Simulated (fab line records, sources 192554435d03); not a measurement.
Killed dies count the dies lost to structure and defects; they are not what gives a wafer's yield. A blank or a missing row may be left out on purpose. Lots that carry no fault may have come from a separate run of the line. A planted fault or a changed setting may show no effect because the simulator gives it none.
Matching of chambers :: flow n5_finfet :: rie_diel-02 running N5_BEOL_M10_STRIP_36: 4 sister chambers
The step strips in N2/H2. 4 wafers are shown with their chamber, then 10 later ones without.

## WAFERS, EACH WITH ITS CHAMBER
wafer: L087.5
chamber: 0
drypump_motor_current_A (A): 5.8

wafer: L089.4
chamber: 1
drypump_motor_current_A (A): 6.3

wafer: L091.2
chamber: 2
drypump_motor_current_A (A): 5.9

wafer: L091.3
chamber: 3
drypump_motor_current_A (A): 6.8

## WAFERS MISSING THEIR CHAMBER
wafer: L091.5
drypump_motor_current_A (A): 5.8

wafer: L092.1
drypump_motor_current_A (A): 6.4

wafer: L092.2
drypump_motor_current_A (A): 6.8

wafer: L092.5
drypump_motor_current_A (A): 5.8

wafer: L094.2
drypump_motor_current_A (A): 5.8

wafer: L094.3
drypump_motor_current_A (A): 6.3

wafer: L094.6
drypump_motor_current_A (A): 5.9

wafer: L097.2
drypump_motor_current_A (A): 6.8

wafer: L097.3
drypump_motor_current_A (A): 5.8

wafer: L097.6
drypump_motor_current_A (A): 6.8

## WHICH CHAMBER EACH ONE RAN IN
wafer: L091.5
from the rows above: 0
in truth: 0

wafer: L092.1
from the rows above: 1
in truth: 1

wafer: L092.2
from the rows above: 3
in truth: 3

wafer: L092.5
from the rows above: 0
in truth: 0

wafer: L094.2
from the rows above: 0
in truth: 0

wafer: L094.3
from the rows above: 1
in truth: 1

wafer: L094.6
from the rows above: 2
in truth: 2

wafer: L097.2
from the rows above: 3
in truth: 3

wafer: L097.3
from the rows above: 0
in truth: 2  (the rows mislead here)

wafer: L097.6
from the rows above: 3
in truth: 3
Placed correctly: 9 of 10. Number that these rows cannot place: 0. Placed wrongly: 1.
How it was worked out, from the rows above alone: a wafer's distance from a chamber is the root of the sum, over the readings, of the square of ((its reading less the chamber's mean) divided by the reading's scatter). The wafer belongs to the nearest chamber; if the next one is less than 2 further off, it can't be placed. Each chamber's mean is taken over the wafers shown for it. The scatter: with one shown wafer a chamber, the root of the mean of the squares of how far each hidden wafer lies from its nearest shown one.
